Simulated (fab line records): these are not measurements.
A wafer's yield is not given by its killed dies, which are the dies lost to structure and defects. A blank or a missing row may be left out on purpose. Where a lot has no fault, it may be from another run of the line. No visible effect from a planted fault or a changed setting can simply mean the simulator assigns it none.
A lot that was struck, set against a sound lot ; flow nand_harc ; 43 steps out of a route of 1302
Sound: wafers L633.1, L633.2, L633.5. Wafers L640.1, L640.3, L640.4 were the ones struck. The cause is named last.
Order at every step that has rows: each side's tool, ch and its chambers, its first start. Under that, the readings that differ: sound wafers ; struck wafers ; difference of the means ; sigmas: that difference in standard deviations of wafers without a fault.
alike: readings whose means differ by less than 2 such deviations, and words and numbers that are the same on both sides. not compared: withheld readings, readings that some wafer has no value for, bounds like >300 that may hide the same value, and numbers for which the record gives no deviation and whose values overlap.
The two part at a step that has a row with sigmas, a row that says differs or no value, or rows on one side only. Numbers that don't overlap but have no deviation are shown without sigmas and don't part them. Lack of a reading on every wafer of one side parts them only where that side has two or more wafers.

first, 1 step without rows for these wafers: NHARC_A_CONTACT_ETCH_131 (etches the open film in C4F8/O2/Ar, time 197 s, target depth 1918 nm).
NHARC_A_CONTACT_ETCH_132: etches the open film in C4F8/O2/Ar, time 197 s, target depth 1924 nm.
  sound on har_cap_etch-03 ch 0,1, day 26 05:52; struck on har_cap_etch-01 ch 0,1, day 28 17:12
  not compared: rf_hours_counter_h
then, 2 steps without rows for these wafers: NHARC_A_CONTACT_ETCH_133 (etches the open film in C4F8/O2/Ar, time 374 s, target depth 1610 nm); NHARC_A_CONTACT_ETCH_91 (etches the open film in CH3F/O2, target depth 40 nm, time 85.7 s).
NHARC_A_CONTACT_ETCH_97: etches the open film in C4F6/O2, target depth 20 nm, time 10 s.
  sound on rie_diel-03 ch 0,1,2; struck on rie_diel-08 ch 0,1,3
  alike: drypump_motor_current_A, oes_product_au, rf_vpp_V, showerhead_plenum_p_Torr, throttle_valve_pct
  not compared: rf_hours_counter_h
NHARC_A_CONTACT_CD_MEAS_80:
  sound on cd_sem-03 at day 26 07:03; struck on cd_sem-02 at day 28 18:21
  alike: cd_nm
then, 6 steps without rows for these wafers: NHARC_A_CONTACT_STRIP_103 (strips in N2/H2); NHARC_A_CONTACT_STRIP_104 (strips in CF4/CHF3); NHARC_A_CONTACT_STRIP_105 (strips in O2/COS); NHARC_A_CONTACT_ETCH_106 (etches the open film in CF4/O2, target depth 90 nm, overetch 9 nm, time 49.5 s); NHARC_A_CONTACT_STRIP_82 (strips in O2); NHARC_A_CONTACT_STRIP_83 (strips in post etch residue remover, time 600 s).
NHARC_A_CONTACT_DEP_84: deposits aC, target thk 2800 nm.
  sound on acl_dep-01 ch 0, day 26 08:01; struck on acl_dep-01 ch 0, day 28 20:52
  alike: throttle_valve_pct
then, 11 steps without rows for these wafers: NHARC_A_CONTACT_DEP_85 (deposits SiON, target thk 60 nm); NHARC_A_CONTACT_DEHYDRATE_00 (time 120 s); NHARC_A_CONTACT_HMDS_01 (time 30 s); NHARC_A_CONTACT_COAT_86 (time 75 s); NHARC_A_CONTACT_COAT_87 (time 65 s); NHARC_A_CONTACT_COAT_02 (resist thk 90 nm); NHARC_A_CONTACT_SOFTBAKE_03 (time 55 s); NHARC_A_CONTACT_EBR_04; NHARC_A_CONTACT_EXPOSE_05 (exposes mask A CC); NHARC_A_CONTACT_PEB_06 (peb time 65 s); NHARC_A_CONTACT_DEVELOP_07 (develop time 35 s).
NHARC_A_CONTACT_CD_MEAS_08: the cd target is 200 nm.
  sound on cd_sem-02 ch 0, day 26 10:20; struck on cd_sem-02 ch 0, day 28 23:32
  alike: cd_nm
NHARC_A_CONTACT_OVL_MEAS_09:
  sound on overlay-01 at day 26 10:26; struck on overlay-01 at day 28 23:37
reading;sound;struck;difference;sigmas
overlay_y_nm (nm);-1.3 -0.8 -1.0;2.3 1.5 2.1;+3.0;+4
  alike: overlay_x_nm
NHARC_A_CONTACT_INSPECT_10:
  sound on defect_inspect-01 at day 26 10:28; struck on defect_inspect-01 at day 28 23:39
reading;sound;struck;difference;sigmas
raw_defect_count;31 40 45;115 118 110;+76;+2
then, 2 steps without rows for these wafers: NHARC_A_CONTACT_DESCUM_13 (chemistry O2, time 3 s); NHARC_A_CONTACT_ETCH_88 (etches the open film in CF4, target depth 39 nm, time 65 s).
NHARC_A_CONTACT_ETCH_89: etches the open film in N2/H2, target depth 260 nm, time 475.3 s.
  sound on rie_diel-03 ch 0,1,3; struck on rie_diel-12 ch 0,1,3
  alike: drypump_motor_current_A, oes_product_au, rf_vpp_V, showerhead_plenum_p_Torr, throttle_valve_pct
  not compared: rf_hours_counter_h
then, 5 steps without rows for these wafers: NHARC_A_CONTACT_ETCH_30 (etches the open film in CF4/CHF3, target depth 72.6 nm, time 36.3 s); NHARC_A_CONTACT_ETCH_31 (etches the open film in O2/COS, target depth 2800 nm, time 728 s); NHARC_A_CONTACT_ETCH_134 (etches the open film in C4F8/O2/Ar, time 140 s, target depth 700 nm); NHARC_A_CONTACT_ETCH_135 (etches the open film in C4F8/O2/Ar, time 311 s, target depth 1912 nm); NHARC_A_CONTACT_ETCH_136 (etches the open film in C4F8/O2/Ar, time 311 s, target depth 1912 nm).
NHARC_A_CONTACT_ETCH_137: etches the open film in C4F8/O2/Ar, time 311 s, target depth 1912 nm.
  sound on har_cap_etch-02 ch 0,1, day 26 13:20; struck on har_cap_etch-01 ch 0,1, day 29 01:35
  not compared: rf_hours_counter_h
then, 3 steps without rows for these wafers: NHARC_A_CONTACT_ETCH_138 (etches the open film in C4F8/O2/Ar, time 311 s, target depth 1914 nm); NHARC_A_CONTACT_ETCH_139 (etches the open film in C4F8/O2/Ar, time 195 s, target depth 840 nm); NHARC_A_CONTACT_ETCH_92 (etches the open film in CH3F/O2, target depth 40 nm, time 85.7 s).
NHARC_A_CONTACT_ETCH_98: etches the open film in C4F6/O2, target depth 20 nm, time 10 s.
  sound on rie_diel-08 ch 0,1, day 26 14:36; struck on rie_diel-08 ch 0,1,2
reading;sound;struck;difference;sigmas
oes_product_au (a.u.);0.999 1.009 1.010;0.946 0.946 0.943;-0.061;-2
  alike: drypump_motor_current_A, rf_vpp_V, showerhead_plenum_p_Torr, throttle_valve_pct
  not compared: rf_hours_counter_h
NHARC_A_CONTACT_CD_MEAS_15:
  sound on cd_sem-01 at day 26 14:41; struck on cd_sem-02 at day 29 02:55
  alike: cd_nm
then, 1 step without rows for these wafers: NHARC_A_CONTACT_STRIP_107 (strips in N2/H2).
NHARC_END_SORT_01:
  here the record holds rows for the struck wafers (prober-02 ch 0, day 31 01:38) but none for the sound ones

## WHERE THEY PART
Earliest at NHARC_A_CONTACT_OVL_MEAS_09; latest, in this record, at NHARC_END_SORT_01.

WHY: what the simulator had put in
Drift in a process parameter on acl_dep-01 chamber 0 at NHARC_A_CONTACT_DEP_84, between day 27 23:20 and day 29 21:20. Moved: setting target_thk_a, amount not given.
